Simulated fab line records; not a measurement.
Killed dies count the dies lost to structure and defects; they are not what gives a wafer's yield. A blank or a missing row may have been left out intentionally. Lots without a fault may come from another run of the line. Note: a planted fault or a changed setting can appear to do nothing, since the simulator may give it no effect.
What tool caused it? | flow n5-finfet | 72 wafers from 24 lots sampled at 6 of the route's 1938 steps

WHAT EACH GAUGE READ, for each wafer
The record lacks any reading of a measuring or inspecting step that a usual standard deviation could be used to judge.

EACH LOT AND THE TOOL THAT RAN IT (in order: tool; ch and the chambers of the sampled wafers; start)
lot  | N5_BEOL_M5_SURFACE_TREAT_87  | N5_BEOL_M5_ANNEAL_82         | N5_BEOL_M5_ANNEAL_89         | N5_BEOL_M5_CO_CAP_78             | N5_BEOL_M6_HM_DEP_02         | N5_BEOL_M6_PRE_CLEAN_45
L074 | pvd-sputter-02, day 7 19:47  | pvd-sputter-02, day 7 21:22  | pvd-sputter-02, day 7 23:32  | cvd-co-02 ch 0,2, day 8 01:25    | pvd-sputter-01, day 8 03:46  | pvd-sputter-01, day 8 08:43
L075 | pvd-sputter-01, day 8 14:44  | pvd-sputter-01, day 8 16:07  | pvd-sputter-01, day 8 18:17  | cvd-co-02 ch 2, day 8 20:12      | pvd-sputter-01, day 8 22:49  | pvd-sputter-03, day 9 04:20
L076 | pvd-sputter-02, day 8 18:18  | pvd-sputter-02, day 8 19:53  | pvd-sputter-02, day 8 22:04  | cvd-co-02 ch 2, day 9 00:02      | pvd-sputter-01, day 9 02:32  | pvd-sputter-01, day 9 07:22
L077 | pvd-sputter-01, day 8 23:10  | pvd-sputter-03, day 9 00:44  | pvd-sputter-03, day 9 02:55  | cvd-co-01 ch 1,2, day 9 04:47    | pvd-sputter-03, day 9 06:11  | pvd-sputter-02, day 9 09:07
L078 | pvd-sputter-01, day 9 02:20  | pvd-sputter-01, day 9 03:54  | pvd-sputter-01, day 9 06:04  | cvd-co-02 ch 0,1,2, day 9 07:57  | pvd-sputter-02, day 9 08:59  | pvd-sputter-01, day 9 13:17
L079 | pvd-sputter-03, day 9 09:09  | pvd-sputter-02, day 9 10:33  | pvd-sputter-02, day 9 12:43  | cvd-co-01 ch 0,1,2, day 9 14:43  | pvd-sputter-03, day 9 16:26  | pvd-sputter-02, day 9 19:42
L080 | pvd-sputter-02, day 9 19:11  | pvd-sputter-03, day 9 20:34  | pvd-sputter-03, day 9 22:44  | cvd-co-01 ch 0,1, day 10 00:37   | pvd-sputter-03, day 10 01:36 | pvd-sputter-03, day 10 06:35
L082 | pvd-sputter-01, day 9 19:56  | pvd-sputter-01, day 9 21:20  | pvd-sputter-01, day 9 23:38  | cvd-co-01 ch 0,1,2, day 10 01:39 | pvd-sputter-01, day 10 03:34 | pvd-sputter-01, day 10 06:44
L081 | pvd-sputter-03, day 10 01:44 | pvd-sputter-03, day 10 03:11 | pvd-sputter-03, day 10 05:21 | cvd-co-01 ch 0,1,2, day 10 07:25 | pvd-sputter-03, day 10 08:52 | pvd-sputter-01, day 10 12:13
L083 | pvd-sputter-02, day 10 04:52 | pvd-sputter-02, day 10 06:32 | pvd-sputter-02, day 10 08:43 | cvd-co-01 ch 0,1,2, day 10 10:35 | pvd-sputter-03, day 10 12:06 | pvd-sputter-02, day 10 14:41
L084 | pvd-sputter-03, day 10 15:48 | pvd-sputter-03, day 10 17:13 | pvd-sputter-03, day 10 19:23 | cvd-co-02 ch 0,1, day 10 22:32   | pvd-sputter-02, day 10 23:43 | pvd-sputter-01, day 11 04:48
L085 | pvd-sputter-01, day 10 17:41 | pvd-sputter-01, day 10 19:06 | pvd-sputter-01, day 10 21:16 | cvd-co-02 ch 0,1, day 10 23:09   | pvd-sputter-03, day 11 01:43 | pvd-sputter-03, day 11 05:46
L087 | pvd-sputter-01, day 11 08:18 | pvd-sputter-01, day 11 09:41 | pvd-sputter-01, day 11 11:52 | cvd-co-02 ch 0,1, day 11 13:47   | pvd-sputter-03, day 11 17:04 | pvd-sputter-02, day 11 21:26
L086 | pvd-sputter-02, day 11 14:08 | pvd-sputter-02, day 11 15:35 | pvd-sputter-02, day 11 17:45 | cvd-co-02 ch 0,1, day 11 19:41   | pvd-sputter-02, day 11 21:08 | pvd-sputter-02, day 11 23:37
L089 | pvd-sputter-03, day 11 15:07 | pvd-sputter-01, day 11 16:55 | pvd-sputter-01, day 11 19:05 | cvd-co-01 ch 1,2, day 11 20:59   | pvd-sputter-01, day 11 22:14 | pvd-sputter-03, day 12 03:56
L088 | pvd-sputter-01, day 11 22:09 | pvd-sputter-01, day 11 23:55 | pvd-sputter-01, day 12 02:05 | cvd-co-01 ch 0,1,2, day 12 03:58 | pvd-sputter-03, day 12 06:58 | pvd-sputter-01, day 12 10:29
L090 | pvd-sputter-03, day 11 23:26 | pvd-sputter-02, day 12 00:59 | pvd-sputter-02, day 12 03:10 | cvd-co-01 ch 1,2, day 12 05:03   | pvd-sputter-03, day 12 07:16 | pvd-sputter-02, day 12 10:47
L091 | pvd-sputter-03, day 12 11:44 | pvd-sputter-03, day 12 13:23 | pvd-sputter-03, day 12 15:33 | cvd-co-02 ch 0,2, day 12 18:00   | pvd-sputter-02, day 12 20:31 | pvd-sputter-01, day 12 23:53
L092 | pvd-sputter-03, day 12 17:29 | pvd-sputter-01, day 12 19:02 | pvd-sputter-01, day 12 21:28 | cvd-co-02 ch 0,1,2, day 12 23:29 | pvd-sputter-01, day 13 01:31 | pvd-sputter-01, day 13 05:37
L093 | pvd-sputter-03, day 12 21:14 | pvd-sputter-02, day 12 22:43 | pvd-sputter-02, day 13 00:53 | cvd-co-01 ch 0,1,2, day 13 02:46 | pvd-sputter-03, day 13 05:32 | pvd-sputter-01, day 13 09:47
L094 | pvd-sputter-03, day 12 21:25 | pvd-sputter-03, day 12 23:03 | pvd-sputter-03, day 13 01:13 | cvd-co-02 ch 0,1,2, day 13 03:06 | pvd-sputter-01, day 13 05:28 | pvd-sputter-01, day 13 09:19
L095 | pvd-sputter-02, day 13 03:49 | pvd-sputter-02, day 13 07:53 | pvd-sputter-02, day 13 10:03 | cvd-co-01 ch 0,1,2, day 13 11:56 | pvd-sputter-01, day 13 13:17 | pvd-sputter-03, day 13 17:40
L096 | pvd-sputter-01, day 13 13:53 | pvd-sputter-01, day 13 15:17 | pvd-sputter-01, day 13 17:28 | cvd-co-01 ch 0,2, day 13 19:36   | pvd-sputter-01, day 13 21:11 | pvd-sputter-03, day 14 00:40
L097 | pvd-sputter-03, day 14 03:47 | pvd-sputter-02, day 14 06:11 | pvd-sputter-02, day 14 08:21 | cvd-co-02 ch 0,1,2, day 14 10:14 | pvd-sputter-02, day 14 11:48 | pvd-sputter-02, day 14 16:17
- N5_BEOL_M5_SURFACE_TREAT_87
- N5_BEOL_M5_ANNEAL_82: time 1800 s.
- N5_BEOL_M5_ANNEAL_89: time 1800 s.
- N5_BEOL_M5_CO_CAP_78: material Co, precursor CCTBA/H2, target thk 2 nm, time 102.1 s.
- N5_BEOL_M6_HM_DEP_02: deposits TiN, target thk 20 nm.
- N5_BEOL_M6_PRE_CLEAN_45: time 30 s.

WHAT THE TOOLS THEMSELVES READ (means of the sampled wafers that have a number; where no wafer has one, the mark that the record gives instead)
N5_BEOL_M5_ANNEAL_82. Usual: 812 W for heater-power-w, sd 98.
lot  | tool           | heater-power-w (W) | flag
L074 | pvd-sputter-02 | 732                |
L075 | pvd-sputter-01 | 858                |
L076 | pvd-sputter-02 | 734                |
L077 | pvd-sputter-03 | 826                |
L078 | pvd-sputter-01 | 900                |
L079 | pvd-sputter-02 | 793                |
L080 | pvd-sputter-03 | 852                |
L082 | pvd-sputter-01 | 795                |
L081 | pvd-sputter-03 | 832                |
L083 | pvd-sputter-02 | 721                |
L084 | pvd-sputter-03 | 816                |
L085 | pvd-sputter-01 | 865                |
L087 | pvd-sputter-01 | 854                |
L086 | pvd-sputter-02 | 717                |
L089 | pvd-sputter-01 | 900                |
L088 | pvd-sputter-01 | 879                |
L090 | pvd-sputter-02 | 718                |
L091 | pvd-sputter-03 | 848                |
L092 | pvd-sputter-01 | 821                |
L093 | pvd-sputter-02 | 733                |
L094 | pvd-sputter-03 | 845                |
L095 | pvd-sputter-02 | 742                |
L096 | pvd-sputter-01 | 920                |
L097 | pvd-sputter-02 | 740                |

N5_BEOL_M5_ANNEAL_89. Usual: 809 W for heater-power-w, sd 97.
lot  | tool           | heater-power-w (W) | flag
L074 | pvd-sputter-02 | 720                |
L075 | pvd-sputter-01 | 846                |
L076 | pvd-sputter-02 | 728                |
L077 | pvd-sputter-03 | 802                |
L078 | pvd-sputter-01 | 901                |
L079 | pvd-sputter-02 | 784                |
L080 | pvd-sputter-03 | 843                |
L082 | pvd-sputter-01 | 809                |
L081 | pvd-sputter-03 | 846                |
L083 | pvd-sputter-02 | 731                |
L084 | pvd-sputter-03 | 805                |
L085 | pvd-sputter-01 | 863                |
L087 | pvd-sputter-01 | 863                |
L086 | pvd-sputter-02 | 725                |
L089 | pvd-sputter-01 | 905                |
L088 | pvd-sputter-01 | 883                |
L090 | pvd-sputter-02 | 728                |
L091 | pvd-sputter-03 | 836                |
L092 | pvd-sputter-01 | 805                |
L093 | pvd-sputter-02 | 742                |
L094 | pvd-sputter-03 | 842                |
L095 | pvd-sputter-02 | 735                |
L096 | pvd-sputter-01 | 929                |
L097 | pvd-sputter-02 | 725                |

N5_BEOL_M5_CO_CAP_78. Usual: heater-power-outer-w 129 W, standard deviation 17; heater-power-w 253 W, standard deviation 36.
lot  | tool      | heater-power-outer-w (W) | heater-power-w (W) | flag
L074 | cvd-co-02 | 121                      | 232                |
L075 | cvd-co-02 | 119                      | 222                |
L076 | cvd-co-02 | 119                      | 227                |
L077 | cvd-co-01 | 112                      | 220                |
L078 | cvd-co-02 | 134                      | 263                |
L079 | cvd-co-01 | 120                      | 234                |
L080 | cvd-co-01 | 128                      | 252                |
L082 | cvd-co-01 | 121                      | 239                |
L081 | cvd-co-01 | 121                      | 237                |
L083 | cvd-co-01 | 121                      | 235                |
L084 | cvd-co-02 | 148                      | 290                |
L085 | cvd-co-02 | 138                      | 274                |
L087 | cvd-co-02 | 139                      | 276                |
L086 | cvd-co-02 | 138                      | 275                |
L089 | cvd-co-01 | 120                      | 234                |
L088 | cvd-co-01 | 122                      | 236                |
L090 | cvd-co-01 | 114                      | 219                |
L091 | cvd-co-02 | 124                      | 248                |
L092 | cvd-co-02 | 136                      | 263                |
L093 | cvd-co-01 | 122                      | 232                |
L094 | cvd-co-02 | 135                      | 264                |
L095 | cvd-co-01 | 122                      | 235                |
L096 | cvd-co-01 | 122                      | 237                |
L097 | cvd-co-02 | 135                      | 267                |

N5_BEOL_M6_HM_DEP_02. Usual: 29.7 % for throttle-valve-pct, sd 1.4.
lot  | tool           | throttle-valve-pct (%) | flag
L074 | pvd-sputter-01 | 27.4                   |
L075 | pvd-sputter-01 | 28.8                   |
L076 | pvd-sputter-01 | 28.1                   |
L077 | pvd-sputter-03 | 29.5                   |
L078 | pvd-sputter-02 | 30.5                   |
L079 | pvd-sputter-03 | 30.3                   |
L080 | pvd-sputter-03 | 30.5                   |
L082 | pvd-sputter-01 | 28.2                   |
L081 | pvd-sputter-03 | 31.1                   |
L083 | pvd-sputter-03 | 29.9                   |
L084 | pvd-sputter-02 | 30.9                   |
L085 | pvd-sputter-03 | 30.4                   |
L087 | pvd-sputter-03 | 30.3                   |
L086 | pvd-sputter-02 | 30.2                   |
L089 | pvd-sputter-01 | 28.1                   |
L088 | pvd-sputter-03 | 29.9                   |
L090 | pvd-sputter-03 | 31.1                   |
L091 | pvd-sputter-02 | 29.9                   |
L092 | pvd-sputter-01 | 29.1                   |
L093 | pvd-sputter-03 | 31.3                   |
L094 | pvd-sputter-01 | 28.1                   |
L095 | pvd-sputter-01 | 28.1                   |
L096 | pvd-sputter-01 | 28.9                   |
L097 | pvd-sputter-02 | 30.5                   |

N5_BEOL_M6_PRE_CLEAN_45. Usual: 327 W for heater-power-w, sd 37.
lot  | tool           | heater-power-w (W) | flag
L074 | pvd-sputter-01 | 362                |
L075 | pvd-sputter-03 | 340                |
L076 | pvd-sputter-01 | 371                |
L077 | pvd-sputter-02 | 266                |
L078 | pvd-sputter-01 | 362                |
L079 | pvd-sputter-02 | 291                |
L080 | pvd-sputter-03 | 325                |
L082 | pvd-sputter-01 | 356                |
L081 | pvd-sputter-01 | 325                |
L083 | pvd-sputter-02 | 324                |
L084 | pvd-sputter-01 | 345                |
L085 | pvd-sputter-03 | 340                |
L087 | pvd-sputter-02 | 267                |
L086 | pvd-sputter-02 | 291                |
L089 | pvd-sputter-03 | 321                |
L088 | pvd-sputter-01 | 334                |
L090 | pvd-sputter-02 | 291                |
L091 | pvd-sputter-01 | 331                |
L092 | pvd-sputter-01 | 332                |
L093 | pvd-sputter-01 | 353                |
L094 | pvd-sputter-01 | 358                |
L095 | pvd-sputter-03 | 319                |
L096 | pvd-sputter-03 | 323                |
L097 | pvd-sputter-02 | 314                |

THE ANSWER, worked out from the rows above alone
Rule: take the mean of a lot's wafers that have a number; if it is more than 3 standard deviations from the usual mean, the lot is off. A lot without any number at a reading at which 4 lots or more have one is off too. The other lots that the step has rows for count as sound. Order of review: gauges by route order, followed by the tools' own readings, for which a lot's mean as printed above is used. The first step at which some lot is off is used, and at that step the reading that is off furthest; a lot without a number counts as furthest.
Across all readings shown, no lot is off: no conclusion can be drawn from this.

WHAT THE SIMULATOR HAD PUT IN
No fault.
